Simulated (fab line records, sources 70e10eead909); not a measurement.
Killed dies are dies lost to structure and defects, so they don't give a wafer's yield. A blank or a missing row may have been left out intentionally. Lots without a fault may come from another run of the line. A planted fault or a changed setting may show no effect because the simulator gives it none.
A lot that was struck, set against a sound lot	flow nand_harc	12 steps out of a route of 1302
Sound: the wafers L172.1, L172.3, L172.5. Wafers L191.1, L191.5, L191.6 were the ones struck. The cause comes at the end.
Order at every step that has rows: each side's tool, ch and its chambers, its first start. Under that, the readings that differ: sound wafers	struck wafers	difference of the means	sigmas: that difference in standard deviations of wafers without a fault.
alike: readings whose means differ by less than 2 such deviations, and words and numbers that are the same on both sides. not compared: withheld readings, readings that some wafer has no value for, bounds like >300 that may hide the same value, and numbers for which the record gives no deviation and whose values overlap.
The two part at a step that has a row with sigmas, a row that says differs or no value, or rows on one side only. Numbers that have no deviation but don't overlap get no sigmas and don't part them. A reading that every wafer of one side lacks parts them only if that side has two wafers or more.

NHARC_A_WL_FILL_INSPECT_15:
  struck on defect_inspect-01, day 29 23:59; sound on defect_inspect-01, day 22 18:12
  alike: raw_defect_count
NHARC_A_CONTACT_DEP_24: deposits SiO2, target thk 500 nm.
  sound on pecvd-01 ch 0,1,2, day 22 18:16; struck on pecvd-04 ch 1,2, day 30 00:07
  alike: heater_power_w, throttle_valve_pct
  not compared: since_wet_clean_h
NHARC_A_CONTACT_DEP_28: deposits aC, target thk 7000 nm.
  sound on acl_dep-03 ch 0, day 22 19:20; struck on acl_dep-02 ch 0, day 30 01:10
  alike: throttle_valve_pct
NHARC_A_CONTACT_DEP_29: deposits SiON, target thk 100 nm.
  sound on pecvd-01 ch 0,2, day 22 23:36; struck on pecvd-04 ch 1,2, day 30 05:28
  alike: heater_power_w
  not compared: since_wet_clean_h
then, 5 steps without rows for these wafers: NHARC_A_CONTACT_DEHYDRATE_32 (time 120 s); NHARC_A_CONTACT_HMDS_33 (time 30 s); NHARC_A_CONTACT_COAT_34 (time 75 s); NHARC_A_CONTACT_COAT_35 (time 65 s); NHARC_A_CONTACT_COAT_36 (resist thk 90 nm).
NHARC_A_CONTACT_SOFTBAKE_37: time 55 s.
  sound on litho_track-01 ch 0, day 22 23:00; struck on litho_track-06 ch 0, day 30 05:00
reading	sound	struck	difference	sigmas
heater_power_total_W (W)	188.29 188.28 188.32	199.45 199.46 199.51	+11.18	+86
plate_temp_C (C)	104.91 104.93 104.94	- - -	no value on the struck wafers	
then, 2 steps without rows for these wafers: NHARC_A_CONTACT_EBR_38; NHARC_END_SORT_01.

## WHERE THEY PART
At NHARC_A_CONTACT_SOFTBAKE_37 and nowhere else, as far as this record goes.

WHY: the cause the simulator had injected
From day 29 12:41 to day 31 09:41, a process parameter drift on litho_track-06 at NHARC_A_CONTACT_SOFTBAKE_37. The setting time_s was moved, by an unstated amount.
